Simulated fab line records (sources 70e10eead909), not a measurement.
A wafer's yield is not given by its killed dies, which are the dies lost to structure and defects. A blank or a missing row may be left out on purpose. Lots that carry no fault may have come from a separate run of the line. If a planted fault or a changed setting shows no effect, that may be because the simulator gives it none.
A lot that was struck, set against a sound lot -- flow nand-harc -- 42 out of 1302 route steps
Sound: these wafers, L318.3, L318.5, L318.6. Wafers struck: L334.3, L334.4, L334.6. At the end, the cause is stated.
For every step that has rows: the tool of each side, followed by ch and its chambers, followed by its first start. Under that, the readings that differ: sound wafers -- struck wafers -- difference of the means -- sigmas: that difference in standard deviations of wafers without a fault.
alike: readings whose means differ by less than 2 such deviations, and words and numbers that are the same on both sides. not compared: withheld readings, readings that some wafer has no value for, bounds like >300 that may hide the same value, and numbers for which the record gives no deviation and whose values overlap.
A row with sigmas, a row that says differs or no value, or rows on one side alone: a step with any of these is where the two part. When numbers do not overlap yet have no deviation, they are printed without sigmas and do not part them. Lack of a reading on every wafer of one side parts them only where that side has two or more wafers.

NHARC_P_GATE_STRIP_101: strips in O2, time 20 s.
  sound on rie-diel-05 ch 0,1,3, day 8 18:11; struck on rie-diel-07 ch 1,3, day 14 22:24
  alike: drypump-motor-current-A, oes-product-au, rf-vpp-V, showerhead-plenum-p-Torr, throttle-valve-pct
  not compared: rf-hours-counter-h
then, 11 steps without rows for these wafers: NHARC_P_GATE_PRECLEAN_97 (cleans in SPM, time 600 s); NHARC_P_GATE_SRD_98; NHARC_P_GATE_PRECLEAN_99 (cleans in SC1); NHARC_P_GATE_SRD_100; NHARC_P_GATE_DEHYDRATE_38 (time 120 s); NHARC_P_GATE_HMDS_39 (time 30 s); NHARC_P_GATE_COAT_40; NHARC_P_GATE_SOFTBAKE_41 (time 95 s); NHARC_P_GATE_EBR_42; NHARC_P_GATE_EXPOSE_43 (exposes mask P NSD, target cd 720 nm); NHARC_P_GATE_PEB_44 (peb time 85 s).
NHARC_P_GATE_DEVELOP_45: time 70 s.
  sound on litho-track-03 ch 0, day 8 19:00; struck on litho-track-05 ch 0, day 14 23:00
then, 1 step without rows for these wafers: NHARC_P_GATE_HARDBAKE_47 (time 80 s).
NHARC_P_GATE_DESCUM_48: chemistry O2, time 3 s.
  sound on rie-diel-07 ch 0,1,3, day 8 19:18; struck on rie-diel-12 ch 0,2,3, day 14 23:29
reading,sound,struck,difference,sigmas
oes-product-au (a.u.),0.995 1.005 0.981,1.008 1.024 1.022,+0.024,+2
model.P_GATE.cd-nm (nm),721 719.9 722.6,124 124.4 122.9,-597,
  alike: drypump-motor-current-A, rf-vpp-V, showerhead-plenum-p-Torr, throttle-valve-pct
  not compared: rf-hours-counter-h
then, 2 steps without rows for these wafers: NHARC_P_GATE_IMPLANT_49; NHARC_P_GATE_STRIP_111 (strips in N2/H2, time 250 s).
NHARC_P_GATE_STRIP_75: strips in O2.
  sound on plasma-asher-02 ch 0,1, day 8 19:58; struck on plasma-asher-02 ch 0,1, day 15 00:10
  alike: drypump-motor-current-A, heater-power-w
  not compared: rf-hours-counter-h
then, 10 steps without rows for these wafers: NHARC_P_GATE_STRIP_50 (strips in SPM, time 900 s); NHARC_P_GATE_DEHYDRATE_51 (time 120 s); NHARC_P_GATE_HMDS_52 (time 30 s); NHARC_P_GATE_COAT_53; NHARC_P_GATE_SOFTBAKE_54 (time 95 s); NHARC_P_GATE_EBR_55; NHARC_P_GATE_EXPOSE_56 (exposes mask P PSD, target cd 720 nm); NHARC_P_GATE_PEB_57 (peb time 85 s); NHARC_P_GATE_DEVELOP_58 (time 70 s); NHARC_P_GATE_HARDBAKE_60 (time 80 s).
NHARC_P_GATE_DESCUM_61: chemistry O2, time 3 s.
  sound on rie-diel-12 ch 1,2, day 8 21:01; struck on rie-diel-07 ch 2,3, day 15 01:14
reading,sound,struck,difference,sigmas
drypump-motor-current-A (A),5.0 5.4 5.0,6.2 6.6 6.2,+1.2,+2
  alike: oes-product-au, rf-vpp-V, showerhead-plenum-p-Torr, throttle-valve-pct
  not compared: rf-hours-counter-h
after that, 1 step had no rows for these wafers: NHARC_P_GATE_IMPLANT_62.
NHARC_P_GATE_STRIP_112: strips in N2/H2, time 200 s.
  sound on plasma-asher-02 ch 0,1, day 8 21:31; struck on plasma-asher-02 ch 0,1, day 15 01:47
  alike: drypump-motor-current-A, heater-power-w
  not compared: rf-hours-counter-h
NHARC_P_GATE_STRIP_76: strips in O2.
  sound on plasma-asher-02 ch 0,1, day 8 21:41; struck on plasma-asher-02 ch 0,1, day 15 01:59
  alike: drypump-motor-current-A, heater-power-w
  not compared: rf-hours-counter-h
then, 8 steps without rows for these wafers: NHARC_P_GATE_STRIP_63 (strips in SPM, time 900 s); NHARC_P_GATE_DEHYDRATE_83 (time 120 s); NHARC_P_GATE_HMDS_84 (time 30 s); NHARC_P_GATE_COAT_85; NHARC_P_GATE_SOFTBAKE_86 (time 95 s); NHARC_P_GATE_EBR_87; NHARC_P_GATE_EXPOSE_88 (exposes mask P HVN, target cd 2000 nm); NHARC_P_GATE_PEB_89 (peb time 85 s).
NHARC_P_GATE_DESCUM_93: chemistry O2, time 3 s.
  sound on rie-diel-05 ch 1,2, day 8 22:37; struck on rie-diel-07 ch 2,3, day 15 03:05
reading,sound,struck,difference,sigmas
model.P_GATE.cd-nm (nm),2002 2000 1998,124 124.4 122.9,-1876,
  alike: drypump-motor-current-A, oes-product-au, rf-vpp-V, showerhead-plenum-p-Torr, throttle-valve-pct
  not compared: rf-hours-counter-h
-- jump in the record: it breaks off in module P_GATE and resumes in module END (first step shown: number 1302 of the route), and 19 days separate the struck wafers' starts before and after --
NHARC_END_SORT_01:
  at this point the record logs the struck wafers (prober-02 ch 0, day 34 01:52) and has no rows for the sound ones

WHERE THEY PART
At NHARC_P_GATE_DESCUM_48 first; at NHARC_END_SORT_01 last (within this record only).

WHY: whatever the simulator had introduced
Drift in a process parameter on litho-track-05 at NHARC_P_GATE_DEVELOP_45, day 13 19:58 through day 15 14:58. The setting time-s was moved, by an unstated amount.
